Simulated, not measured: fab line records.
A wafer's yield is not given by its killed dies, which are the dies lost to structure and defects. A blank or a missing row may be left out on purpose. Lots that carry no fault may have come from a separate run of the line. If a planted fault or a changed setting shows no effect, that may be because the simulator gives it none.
fab line records | flow n5-finfet
record lots=5 wafers=15 last-day=15
route steps=1938 shown FIN_SAQP@102 BEOL_M4@1111 PASSIVATION@1936
lots that met no fault: taken from a fault-free run of the same line
start-h: hours from the record's first day to the start of the lot's first wafer shown | wait-h: time in hours since the lot's previous step | " the same as in the row above | L1.1+2: one row covering several wafers at once | - either no value or no given start | * or withheld: withheld | < > ~ a bound
route shown NAME@n: NAME is a module with steps in the file, n the number in the route of the first one | usual: the fault-free wafers' mean and standard deviation | same: alike in all rows | chamber/n: place in a boat | sites: each site's reading | _std_site: the standard deviation of these | _edge_site: the outer-site mean with the inner-site mean subtracted | radius-mm: for every site, how far away it sits from the centre of the wafer | mask NAME#n: copy n | behind: the most recent tool/chamber to have shaped the wafer | hold: what put the lot on hold/how long, in hours/how the hold closed | device: transistor that didn't switch, given as n, p or np | end of line: the tests these same wafers got at the end of their route | a step without rows: its recipe alone | killed: the dies lost at the first sort to structure and to defects; this is not the yield of the wafer | map: a wafer's dies, marking killed ones x, the rest . and places with no die _
set.NAME: the setting that was run; set.NAME@STEP: the one run at that earlier step | model.NAME: the simulator's own value behind a step, which no gauge read
lots seen at some steps along the route; tables by step, rows by wafer
services: when a tool's chamber went out of use (start-h, in hours from the record's first day, below 0 if earlier), for how many hours, and the reason
## steps
# step N5_FIN_SAQP_HM_DEP_72
# recipe material=SiO2 target-thk-a=120 temp-c=400 precursor=SiH4/N2O pressure-torr=0.75 rf-w=275 time-s=7.2
# usual heater-power-outer-w=478/65 heater-power-w=784/92 showerhead-plenum-p-Torr=8.09/0.12 showerhead-vpp-V=1015/43
# columns lot.wafer tool chamber start-h wait-h heater-power-outer-w heater-power-w showerhead-plenum-p-Torr showerhead-vpp-V
L542.1 pecvd-04 0 51.53 0.0 489 769 7.85 1022
L542.2 " 1 " " 588 904 8.20 1059
L542.4 " 1 " " 607 921 8.19 1073
L544.2 pecvd-04 2 64.18 0.0 470 803 8.04 1003
L544.3 " 1 " " 585 885 8.21 1070
L544.5 " 0 " " 457 740 7.85 1014
L551.3 pecvd-04 0 105.42 0.1 446 726 7.84 1046
L551.5 " 1 " " 577 899 8.20 1042
L551.6 " 0 " " 449 748 7.84 1029
L553.2 pecvd-04 2 117.04 0.0 435 755 8.03 1006
L553.3 " 0 " " 475 749 7.83 1039
L553.5 " 1 " " 574 878 8.18 1051
L556.2 pecvd-01 2 135.83 0.0 401 683 8.16 1005
L556.3 " 0 " " 488 800 8.13 958
L556.4 " 2 " " 409 681 8.15 1011
# step N5_FIN_SAQP_COAT_49
# recipe resist=SOC temp-c=250 time-s=60 spin-rpm=1500 resist-thk-nm=100
# step N5_FIN_SAQP_COAT_50
# recipe resist=SiARC temp-c=220 time-s=60 spin-rpm=1500 resist-thk-nm=35
# step N5_FIN_SAQP_COAT_10
# recipe resist=CAR-ArF spin-rpm=1500 resist-thk-nm=90
# step N5_FIN_SAQP_EBR_12
# recipe solvent=PGMEA ebr-width-mm=1.5
# step N5_FIN_SAQP_SOFTBAKE_11
# recipe temp-c=110 time-s=60 resist=CAR-ArF
# step N5_FIN_SAQP_EXPOSE_13
# recipe mask-id=FIN_CORE na=1.35 source-shape=dipole sigma-inner=0.538 sigma-outer=0.738 polarization=te target-cd-nm=35.6 dose-mj=63.25
# step N5_FIN_SAQP_PEB_14
# recipe peb-temp-c=withheld peb-time-s=60 resist=CAR-ArF
# step N5_FIN_SAQP_DEVELOP_15
# recipe develop-time-s=30 developer=TMAH resist=CAR-ArF dev-temp-c=23 rinse-liquid=diw dry=air-spin
# step N5_FIN_SAQP_CD_MEAS_16
# recipe target-cd-nm=35.6 landing-energy-ev=500 detector=se-inlens
# usual cd-nm=35.5/0.3
# columns lot.wafer tool chamber start-h wait-h cd-nm
L542.1 cd-sem-03 0 51.88 - 35.6
L542.2 " 0 " " 35.7
L542.4 " 0 " " 35.5
L544.2 cd-sem-03 0 64.63 - 35.3
L544.3 " 0 " " 35.2
L544.5 " 0 " " 35.7
L551.3 cd-sem-03 0 105.87 - 35.7
L551.5 " 0 " " 35.7
L551.6 " 0 " " 35.7
L553.2 cd-sem-03 0 117.37 - 35.8
L553.3 " 0 " " 35.4
L553.5 " 0 " " 35.8
L556.2 cd-sem-02 0 136.28 - 35.4
L556.3 " 0 " " 35.5
L556.4 " 0 " " 35.9
# step N5_FIN_SAQP_OVL_MEAS_17
# recipe points-per-wafer=44
# usual FIN_CORE_OVL=0.1/0.71
# columns lot.wafer tool chamber start-h wait-h FIN_CORE_OVL[nm]
L542.1 overlay-02 0 51.92 0.0 0.4
L542.2 " 0 " " 1.8
L542.4 " 0 " " 0.1
L544.2 overlay-02 0 64.68 0.0 1.0
L544.3 " 0 " " 0.5
L544.5 " 0 " " 1.1
L551.3 overlay-02 0 105.91 0.0 0.7
L551.5 " 0 " " -0.4
L551.6 " 0 " " 1.1
L553.2 overlay-02 0 117.41 0.0 -0.9
L553.3 " 0 " " 0.6
L553.5 " 0 " " 0.2
L556.2 overlay-01 0 136.32 0.0 0.8
L556.3 " 0 " " 0.9
L556.4 " 0 " " 0.3
# step N5_FIN_SAQP_INSPECT_18
# recipe mode=adi inspect-instrument=brightfield
# usual raw-defect-count=413/96
# columns lot.wafer tool chamber start-h wait-h raw-defect-count
L542.1 defect-inspect-01 - 51.94 0.0 212
L542.2 " - " " 342
L542.4 " - " " 386
L544.2 defect-inspect-01 - 64.70 0.0 358
L544.3 " - " " 557
L544.5 " - " " 514
L551.3 defect-inspect-01 - 105.93 0.0 312
L551.5 " - " " 453
L551.6 " - " " 347
L553.2 defect-inspect-01 - 117.43 0.0 293
L553.3 " - " " 239
L553.5 " - " " 271
L556.2 defect-inspect-02 - 136.34 0.0 466
L556.3 " - " " 486
L556.4 " - " " 394
# step N5_FIN_SAQP_DESCUM_21
# recipe chemistry=O2 time-s=7.9 source-power-w=50 bias-power-w=20 pressure-mtorr=20 rf-frequency-hz=2.712e+07 temp-c=40 resist=CAR-ArF o2-flow-sccm=225
# usual bias-power-w=19.98/0.06 drypump-motor-current-A=5.7/0.38 oes-product-au=0.78/0.089 rf-vpp-V=243.5/1.3 showerhead-plenum-p-Torr=2.11/0.068 throttle-valve-pct=20.56/0.2
# columns lot.wafer tool chamber start-h wait-h bias-power-w drypump-motor-current-A oes-product-au rf-hours-counter-h rf-vpp-V showerhead-plenum-p-Torr throttle-valve-pct model.CAR-ArF_of_FIN_SAQP_COAT_10.thk-nm
L542.1 rie-diel-04 2 51.98 0.0 19.98 6.4 0.76 138 242.6 2.01 20.28 83.75
L542.2 " 0 " " 20.05 6.1 0.83 60 242.1 2.04 20.42 83.7
L542.4 " 1 " " 20.01 5.4 0.98 9 244.9 2.13 20.30 83.5
L544.2 rie-diel-06 2 64.88 0.2 20.00 5.3 0.74 173 242.0 2.00 20.59 83.66
L544.3 " 0 " " 19.98 6.0 0.68 227 245.6 2.14 20.46 83.37
L544.5 " 0 " " 20.03 6.0 0.68 - 244.5 2.14 20.45 83.53
L551.3 rie-diel-04 3 105.96 0.0 20.11 5.7 0.75 177 243.7 2.09 20.68 84.72
L551.5 " 1 " " 19.92 5.4 0.92 - 244.0 2.12 20.33 84.85
L551.6 " 0 " " 19.98 6.1 0.81 - 241.6 2.04 20.44 83.66
L553.2 rie-diel-02 3 117.46 0.0 20.01 5.7 0.87 34 245.2 2.24 20.51 83.98
L553.3 " 1 " " 20.00 5.5 0.74 183 243.4 2.19 20.79 83.97
L553.5 " 0 " " 19.88 5.3 0.93 - 243.7 2.11 20.43 84.43
L556.2 rie-diel-06 3 136.37 0.0 20.04 5.9 0.69 230 242.2 2.06 21.01 83.37
L556.3 " 2 " " 20.04 5.3 0.72 192 242.9 1.99 20.61 83.44
L556.4 " 0 " " 20.02 6.0 0.66 - 245.3 2.13 20.49 82.85
# step N5_FIN_SAQP_ETCH_51
# recipe chemistry=CF4 target=SiARC target-depth-a=455 mask-material=CAR-ArF time-s=75.8 ion-energy-ev=80 pressure-mtorr=40 source-w=545 bias-w=36 Ar_flow_sccm=100 cf4-flow-sccm=100 ends=cleared
# usual drypump-motor-current-A=5.7/0.38 etch-rf-on-time-s=75.7/1.8 oes-product-au=0.66/0.075 rf-vpp-V=184.2/1.2 showerhead-plenum-p-Torr=2.16/0.061 throttle-valve-pct=15.76/0.23
# columns lot.wafer tool chamber start-h wait-h drypump-motor-current-A etch-rf-on-time-s oes-product-au rf-hours-counter-h rf-vpp-V showerhead-plenum-p-Torr throttle-valve-pct model.CAR-ArF_of_FIN_SAQP_COAT_10.thk-nm
L542.1 rie-diel-04 2 52.01 0.0 6.4 77.0 0.65 138 182.9 2.06 15.53 51.15
L542.2 " 0 " " 6.1 77.3 0.70 60 183.8 2.10 15.52 51.03
L542.4 " 1 " " 5.4 71.6 0.84 9 186.0 2.18 15.46 50.91
L544.2 rie-diel-06 2 64.91 0.0 5.3 74.8 0.65 173 182.1 2.05 15.79 50.91
L544.3 " 0 " " 6.0 72.9 0.61 227 183.4 2.19 15.70 50.64
L544.5 " 0 " " 5.9 73.5 0.61 - 184.4 2.19 15.68 50.79
L551.3 rie-diel-04 3 106.00 0.0 5.7 76.1 0.63 177 184.3 2.15 15.94 52.01
L551.5 " 1 " " 5.4 73.2 0.80 - 183.5 2.17 15.52 52.04
L551.6 " 0 " " 6.2 77.1 0.69 - 184.3 2.09 15.57 50.9
L553.2 rie-diel-02 3 117.50 0.0 5.8 73.9 0.76 34 186.9 2.25 15.38 51.35
L553.3 " 1 " " 5.5 74.7 0.63 184 184.5 2.22 15.92 51.24
L553.5 " 0 " " 5.3 75.4 0.78 - 184.7 2.20 15.70 51.69
L556.2 rie-diel-06 3 136.41 0.0 5.9 78.5 0.59 230 184.7 2.11 16.20 50.8
L556.3 " 2 " " 5.3 75.7 0.63 192 182.1 2.05 15.83 50.94
L556.4 " 0 " " 5.9 75.4 0.58 - 185.1 2.18 15.75 50.18
# step N5_FIN_SAQP_ETCH_52
# recipe chemistry=N2/H2 target=SOC target-depth-a=1000 overetch-a=200 mask-material=SiARC temp-c=40 time-s=150 ion-energy-ev=200 pressure-mtorr=30 source-w=840 bias-w=150 n2-flow-sccm=200 h2-flow-sccm=200 ends=end-point
# usual drypump-motor-current-A=5.7/0.38 oes-product-au=0.69/0.074 rf-vpp-V=524.3/2.3 showerhead-plenum-p-Torr=2.55/0.077 throttle-valve-pct=17.94/0.2
# columns lot.wafer tool chamber start-h wait-h drypump-motor-current-A oes-product-au rf-hours-counter-h rf-vpp-V showerhead-plenum-p-Torr throttle-valve-pct
L542.1 rie-diel-04 2 52.07 0.0 6.4 0.69 138 519.1 2.46 17.75
L542.2 " 0 " " 6.2 0.74 60 521.7 2.46 17.56
L542.4 " 1 " " 5.4 0.87 9 524.4 2.60 17.78
L544.2 rie-diel-06 2 64.97 0.0 5.3 0.67 173 520.8 2.43 18.01
L544.3 " 0 " " 5.9 0.62 227 525.4 2.60 17.89
L544.5 " 0 " " 6.0 0.62 - 525.5 2.60 17.88
L551.3 rie-diel-04 3 106.06 0.0 5.7 0.67 177 524.2 2.53 18.07
L551.5 " 1 " " 5.4 0.82 - 524.4 2.59 17.82
L551.6 " 0 " " 6.1 0.72 - 521.1 2.45 17.62
L553.2 rie-diel-02 3 117.56 0.0 5.8 0.79 34 527.8 2.69 17.71
L553.3 " 1 " " 5.5 0.65 184 526.5 2.64 18.05
L553.5 " 0 " " 5.3 0.81 - 525.5 2.60 17.98
L556.2 rie-diel-06 3 136.47 0.0 5.9 0.63 230 523.6 2.51 18.39
L556.3 " 2 " " 5.3 0.66 192 519.9 2.42 18.06
L556.4 " 0 " " 6.0 0.60 - 525.0 2.58 17.94
# step N5_BEOL_M4_RC_MEAS_101
# usual DIBL_N=36.3/1.6 DIBL_P=36.2/2.1 IOFF_N=0.16/0.031 IOFF_P=0.21/0.034 ION_N=673/11 ION_P=461/7.4 SS_N=71.6/0.55 SS_P=73.3/0.66 VT_N=251/3.2 VT_P=-251/3.5
# columns lot.wafer tool chamber start-h wait-h DIBL_N[mV/V] DIBL_P[mV/V] IOFF_N[nA/um] IOFF_P[nA/um] ION_N[uA/um] ION_P[uA/um] SS_N[mV/dec] SS_P[mV/dec] VT_N[mV] VT_P[mV]
L542.1 prober-01 0 188.14 0.0 34.7 34.4 0.14 0.20 676 468 71.4 72.9 250 -250
L542.2 " 0 " " 35.0 34.9 0.14 0.22 662 466 71.8 73.0 252 -247
L542.4 " 0 " " 35.2 35.1 0.14 0.21 667 464 71.1 73.3 253 -247
L544.2 prober-01 0 204.88 0.2 35.2 34.9 0.13 0.17 663 448 71.0 72.3 254 -255
L544.3 " 0 " " 34.4 33.3 0.12 0.16 669 458 71.0 72.1 255 -258
L544.5 " 0 " " 36.8 36.8 0.16 0.21 687 463 70.9 73.3 248 -252
L553.2 prober-02 0 245.59 0.2 35.8 36.0 0.16 0.23 678 469 71.1 72.4 246 -247
L553.3 " 0 " " 35.2 36.1 0.15 0.23 671 466 71.1 72.8 247 -244
L553.5 " 0 " " 36.3 37.2 0.17 0.25 685 485 71.4 72.8 249 -243
L551.3 prober-01 0 246.02 0.3 35.5 35.6 0.15 0.19 667 454 71.3 72.9 250 -252
L551.5 " 0 " " 35.4 35.9 0.14 0.20 669 459 71.9 72.6 250 -252
L551.6 " 0 " " 35.8 36.9 0.16 0.22 670 464 71.9 72.9 249 -250
L556.2 prober-01 0 269.09 0.2 38.2 39.2 0.19 0.24 690 466 72.3 75.1 248 -252
L556.3 " 0 " " 36.2 36.6 0.15 0.20 673 456 72.1 73.4 249 -250
L556.4 " 0 " " 36.3 36.1 0.14 0.19 660 457 72.2 73.7 254 -251
# step N5_PASSIVATION_PROBE_49
# usual defect-limited-yield=91.5/1.5 killed_at_M0_to_M3=32/9.4 killed_at_M4_up=12/5.1 killed-at-contacts=11/7.4 killed-at-front-end=41/11 killed-at-other=3.4/2.5 killed-dies=100/17 killed-on-rim=13/4.4 killed-open=65/14 killed-short=33/7 sort_bin_5_function=4.9/0.96 sort_bin_6_memory=3.1/0.7 sort-n-pass=1080/17 sort-yield-pct=91.5/1.5
# same gross-dies=1180 killed-at-back-side=0 sort_bin_4_leakage[%]=0 sort_bin_8_speed[%]=0
# columns lot.wafer tool chamber start-h wait-h defect-limited-yield[%] killed_at_M0_to_M3 killed_at_M4_up killed-at-contacts killed-at-front-end killed-at-other killed-dies killed-on-rim killed-open killed-short sort_bin_5_function[%] sort_bin_6_memory[%] sort-n-pass sort-yield-pct[%]
L542.1 prober-01 - 285.61 0.0 88.9 34 19 36 38 4 131 23 93 37 6.3 4.3 1049 88.9
L542.2 prober-01 - 285.66 0.1 89.2 44 9 24 48 3 128 15 90 37 6.6 4.0 1052 89.2
L542.4 prober-01 - 285.76 0.2 89.0 47 15 35 31 2 130 16 84 45 6.9 3.5 1050 89.0
L544.2 prober-02 - 297.66 0.1 91.4 31 20 9 37 5 102 7 71 29 4.9 3.2 1078 91.4
L544.3 prober-02 - 297.71 0.1 91.5 32 7 3 56 2 100 14 64 27 4.2 3.2 1080 91.5
L544.5 prober-02 - 297.81 0.2 91.4 39 13 14 30 5 101 10 63 37 4.8 3.0 1079 91.4
# killed by level:class
L542.1 MOL_CONTACT_COAG:geometric-particle:open=27 BEOL_M0_SAQP:geometric-particle:open=13 STI_FIN_REVEAL:geometric-particle:open=9 MOL_CONTACT_COAG:geometric-particle:short=9 BEOL_M0_SAQP:geometric-particle:short=8 DUMMY_GATE:geometric-particle:open=8 BEOL_M4:geometric-particle:open=6 BEOL_M2:geometric-particle:open=5
L542.2 MOL_CONTACT_COAG:geometric-particle:open=19 STI_FIN_REVEAL:geometric-particle:open=13 BEOL_M2:geometric-particle:open=13 GATE_CUT:geometric-particle:short=10 BEOL_M3:geometric-particle:open=9 BEOL_M0_SAQP:geometric-particle:open=7 FIN_SAQP:geometric-particle:open=6 MOL_CONTACT_COAG:geometric-particle:short=5
L542.4 MOL_CONTACT_COAG:geometric-particle:open=26 BEOL_M0_SAQP:geometric-particle:short=13 BEOL_M0_SAQP:geometric-particle:open=10 FIN_SAQP:geometric-particle:open=9 MOL_CONTACT_COAG:geometric-particle:short=9 BEOL_M4:geometric-particle:open=9 BEOL_M1:geometric-particle:open=8 STI_FIN_REVEAL:geometric-particle:open=7
L544.2 BEOL_M3:geometric-particle:open=15 FIN_SAQP:geometric-particle:open=14 FIN_SAQP:geometric-particle:short=14 BEOL_M4:geometric-particle:open=12 MOL_CONTACT_COAG:geometric-particle:open=6 BEOL_M1:geometric-particle:open=6 MOL_CONTACT_COAG:geometric-particle:short=3 BEOL_M0_SAQP:geometric-particle:short=3
L544.3 FIN_SAQP:geometric-particle:open=15 BEOL_M3:geometric-particle:open=11 HKMG_FIN:area-etch=9 FIN_SAQP:geometric-particle:short=6 STI_FIN_REVEAL:geometric-particle:open=6 STARTING-WAFER:geometric-particle:open=6 BEOL_M1:geometric-particle:open=5 BEOL_M0_SAQP:geometric-particle:short=4
L544.5 MOL_CONTACT_COAG:geometric-particle:open=11 FIN_SAQP:geometric-particle:short=10 FIN_SAQP:geometric-particle:open=8 BEOL_M0_SAQP:geometric-particle:short=8 BEOL_M0_SAQP:geometric-particle:open=7 BEOL_M1:geometric-particle:open=7 STI_FIN_REVEAL:geometric-particle:open=6 BEOL_M3:geometric-particle:open=6
## services
# columns tool chamber start-h hours kind
rie-diel-02 3 29.92 4.2 repair
rie-diel-04 0 35.51 9.4 repair
rie-diel-02 0 45.96 - clean
rie-diel-02 0 45.96 - consumable-replace:focus-ring
rie-diel-02 0 45.96 15.2 scheduled-down
rie-diel-02 0 45.96 15.2 vent-cycle
rie-diel-02 3 55.90 7.6 repair
pecvd-04 0 65.03 5.5 scheduled-down
rie-diel-02 0 75.70 2.6 repair
pecvd-04 2 76.54 22.8 repair
pecvd-04 - 76.90 2.8 pm
rie-diel-06 2 87.77 25.7 repair
rie-diel-06 1 88.98 2.9 repair
rie-diel-02 3 89.46 1.7 repair
pecvd-04 2 99.45 17.2 repair
rie-diel-06 1 102.88 93.9 repair
rie-diel-04 3 109.30 9.0 repair
pecvd-04 - 135.85 0.9 repair
## key
first-sign none at tools or gauges
model-effect step=N5_FIN_SAQP_DESCUM_21 value=CAR-ArF_of_FIN_SAQP_COAT_10.thk-nm without=83.44 struck=84.79
model-effect step=N5_FIN_SAQP_ETCH_51 value=CAR-ArF_of_FIN_SAQP_COAT_10.thk-nm without=50.69 struck=52.03
met-at N5_FIN_SAQP_DESCUM_21
struck-wafers L551.3,L551.5
onset-between 51.98 105.96
fault kind=process-parameter-drift tool=rie-diel-04 chamber=- onset-h=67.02 steps=N5_FIN_SAQP_DESCUM_21 channel=time-s offset=* shape=step end-h=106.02 scope=struck-wafers-only acts-in=* stated=*
